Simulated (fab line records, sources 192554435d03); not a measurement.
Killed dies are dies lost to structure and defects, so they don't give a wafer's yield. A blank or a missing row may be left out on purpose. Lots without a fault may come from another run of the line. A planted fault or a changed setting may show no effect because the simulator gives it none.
Split-lot experiment | flow n5_finfet | 7 lots, 39 wafers read, on a route of 1938 steps

THE SPLIT
At N5_MOL_CONTACT_COAG_ETCHBACK_135 (etches SiO2 in CHF3, target depth 25 nm, time 16.7 s), the setting time_s was moved away from the recipe's 16.7 s on 9 of the 39 wafers read, by -45.3% to +55.1%. The other wafers ran this setting at the recipe's value.

FROM THE SPLIT TO THE READING: what the file shows between them, 1 step
- N5_MOL_CONTACT_COAG_STRIP_118: strips in CHF3

THE READING
SOC_of_MOL_CONTACT_COAG_COAT_75.thk_nm (the simulator's own value, which no gauge read), in nm, at N5_MOL_CONTACT_COAG_VIA_ETCH_46 (etches SiO2 in C4F6/O2, target depth 46 nm, overetch 9.2 nm, time 40 s). The file gives no usual value for it. The 30 wafers here that ran the recipe average 50.8 nm, standard deviation 0.27 nm.

wafer  | tool, chamber at the split | time_s as run, s | against the recipe | SOC_of_MOL_CONTACT_COAG_COAT_75.thk_nm, nm | against lot-mates on the recipe
L079.1 | rie_diel-02, 1,3           | 16.7             | recipe             | 50.6                                       | -
L079.2 | rie_diel-02, 1,3           | 16.7             | recipe             | 51.2                                       | -
L079.3 | rie_diel-02, 0,2,1         | 13.01            | -22.1%             | 51.6                                       | +0.7
L079.4 | rie_diel-02, 0,2,1         | 13.01            | -22.1%             | 51.6                                       | +0.7
L079.5 | rie_diel-02, 0,2,1         | 13.01            | -22.1%             | 51.2                                       | +0.3
L079.6 | rie_diel-02, 0             | 16.7             | recipe             | 51                                         | -
L083.1 | rie_diel-01, 1,3           | 16.7             | recipe             | 51                                         | -
L083.5 | rie_diel-01, 1,3           | 16.7             | recipe             | 50.8                                       | -
L083.6 | rie_diel-01, 0             | 16.7             | recipe             | 51.2                                       | -
L084.1 | rie_diel-04, 3,2,2,1       | 16.7             | recipe             | 50.8                                       | -
L084.2 | rie_diel-04, 3,2,2,1       | 16.7             | recipe             | 50.8                                       | -
L084.5 | rie_diel-04, 3,2,2,1       | 16.7             | recipe             | 50.8                                       | -
L084.3 | rie_diel-04, 1,0           | 16.7             | recipe             | 51                                         | -
L084.6 | rie_diel-04, 3,2,2,1       | 16.7             | recipe             | 51                                         | -
L084.4 | rie_diel-04, 1,0           | 16.7             | recipe             | 50.6                                       | -
L087.1 | rie_diel-01, 1,2,3,0       | 16.7             | recipe             | 50.6                                       | -
L087.3 | rie_diel-01, 1,2,3,0       | 16.7             | recipe             | 50.6                                       | -
L087.5 | rie_diel-01, 0,1           | 16.7             | recipe             | 50.6                                       | -
L087.6 | rie_diel-01, 1,2,3,0       | 16.7             | recipe             | 50.6                                       | -
L087.2 | rie_diel-01, 1,2,3,0       | 16.7             | recipe             | 50.2                                       | -
L087.4 | rie_diel-01, 0,1           | 16.7             | recipe             | 50.8                                       | -
L090.1 | rie_diel-04, 2             | 16.7             | recipe             | 50.4                                       | -
L090.6 | rie_diel-04, 3,0           | 16.7             | recipe             | 50.4                                       | -
L090.2 | rie_diel-04, 3,0           | 16.7             | recipe             | 50.6                                       | -
L090.3 | rie_diel-04, 0,2,3         | 25.91            | +55.1%             | 49                                         | -1.5
L090.4 | rie_diel-04, 0,2,3         | 25.91            | +55.1%             | 49                                         | -1.5
L090.5 | rie_diel-04, 0,2,3         | 25.91            | +55.1%             | 49                                         | -1.5
L092.1 | rie_diel-02, 1,0,2         | 16.7             | recipe             | 50.6                                       | -
L092.2 | rie_diel-02, 3,2,3         | 16.7             | recipe             | 51.2                                       | -
L092.3 | rie_diel-02, 3,2,3         | 16.7             | recipe             | 51.2                                       | -
L092.5 | rie_diel-02, 3,2,3         | 16.7             | recipe             | 51.2                                       | -
L092.4 | rie_diel-02, 1,0,2         | 16.7             | recipe             | 51                                         | -
L092.6 | rie_diel-02, 1,0,2         | 16.7             | recipe             | 51                                         | -
L097.1 | rie_diel-02, 2,0,1         | 9.13             | -45.3%             | 52.2                                       | +1.3
L097.2 | rie_diel-02, 0             | 16.7             | recipe             | 51                                         | -
L097.3 | rie_diel-02, 1             | 16.7             | recipe             | 50.6                                       | -
L097.4 | rie_diel-02, 2,0,1         | 9.13             | -45.3%             | 52.4                                       | +1.5
L097.5 | rie_diel-02, 2,0,1         | 9.13             | -45.3%             | 52                                         | +1.1
L097.6 | rie_diel-02, 2             | 16.7             | recipe             | 51.2                                       | -
Where a row lists several chambers, the file gives one row for several wafers and doesn't say which wafer went through which chamber.

THE FIT
A straight line over all 39 wafers: SOC_of_MOL_CONTACT_COAG_COAT_75.thk_nm changes by -0.0318 nm for each +1% of time_s; r = -0.93; the points scatter about the line by 0.26 nm.
The same after taking each lot's own level away (the mean of its wafers on the recipe; 39 wafers): -0.0269 nm for each +1%; r = -0.95; scatter 0.18 nm.
On that fit, the largest move of time_s shifts the reading by 1.5 nm.
The lots' own levels span 50.47 to 51.03 nm, that is 2.1 times the standard deviation above.
So the lot-to-lot level changes the slope: the two fits differ.
Check: with one of the wafers moved furthest among these (+55.1%) left out of the fit, the line predicts -1.49 nm for it against its lot-mates. It came out at -1.47 nm against them.

OTHER SPLITS ON THESE WAFERS
These wafers also went through other splits before the reading. Each is held against what the fit with the lots' levels taken away leaves over:
other split on the same wafers        | wafers away from the commonest value | r with SOC_of_MOL_CONTACT_COAG_COAT_75.thk_nm (lot level and that fit taken away)
N5_FIN_SAQP_SPACER1_ALD_24 ald_cycles | 15                                   | -0.06
N5_SD_EPI_P_EPI_21 time_s             | 15                                   | -0.17

THE WHOLE CHAIN: every reading that the file lists as answering this split, in the file's order
step                             | what it does                                                           | reading                                                                                 | change (the file's fit)                | r (the file's)
N5_MOL_CONTACT_COAG_ETCHBACK_135 | etches SiO2 in CHF3, target depth 25 nm, time 16.7 s                   | SOC_of_MOL_CONTACT_COAG_COAT_75.thk_nm (the simulator's own value, which no gauge read) | -0.0286 nm for each +1% of the setting | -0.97
N5_MOL_CONTACT_COAG_VIA_ETCH_46  | etches SiO2 in C4F6/O2, target depth 46 nm, overetch 9.2 nm, time 40 s | SOC_of_MOL_CONTACT_COAG_COAT_75.thk_nm (the simulator's own value, which no gauge read) | -0.0269 nm for each +1% of the setting | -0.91

THE FILE'S OWN FIT
SOC_of_MOL_CONTACT_COAG_COAT_75.thk_nm changes by -0.0269 nm for each +1% of time_s, r = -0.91.
